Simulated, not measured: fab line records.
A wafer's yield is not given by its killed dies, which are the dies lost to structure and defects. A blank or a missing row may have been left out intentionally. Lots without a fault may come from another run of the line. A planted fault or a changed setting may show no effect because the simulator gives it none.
Chamber matching	flow nandHarc	4 sister chambers for NHARC_A_STAIRCASE_TRIM_187 on rieDiel-02
The step chemistry O2, time 211.2 s. 8 wafers are shown with their chamber, then 8 later ones without.

== WAFERS PAIRED WITH THEIR CHAMBERS ==
wafer	chamber	drypumpMotorCurrentA (A)	showerheadPlenumPTorr (Torr)
L076.5	2	5.6	3.27
L079.3	3	5.7	3.56
L079.6	3	5.7	3.56
L084.4	1	5.2	3.65
L088.1	0	6.3	3.33
L088.4	2	5.6	3.79
L088.5	1	5.1	3.65
L091.2	0	6.3	3.33

== WAFERS WITHOUT THEIR CHAMBER ==
wafer	drypumpMotorCurrentA (A)	showerheadPlenumPTorr (Torr)
L091.3	5.2	3.65
L091.6	6.3	3.33
L090.1	5.2	3.64
L090.5	6.2	3.33
L090.6	5.2	3.64
L095.2	5.7	3.53
L095.3	5.2	3.64
L095.6	5.7	3.78

== WHICH CHAMBER EACH WENT THROUGH ==
wafer	from the rows above	in truth
L091.3	1	1
L091.6	0	0
L090.1	1	1
L090.5	0	0
L090.6	1	1
L095.2	3	3
L095.3	1	1
L095.6	can't be placed: 3 or 2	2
Correctly placed: 7 of 8. From these rows, 1 cannot be placed; in 1 the true chamber is one of the candidates. 0 placed wrongly.
How it was worked out, from the rows above alone: a wafer's distance from a chamber is the root of the sum, over the readings, of the square of ((its reading less the chamber's mean) divided by the reading's scatter). The wafer belongs to the nearest chamber; if the next one is less than 2 further off, it can't be placed. A chamber's mean is the mean of its shown wafers. The scatter is the square root of a quotient: the sum, over the shown wafers, of each reading's squared deviation from its chamber's mean, divided by wafers minus chambers.
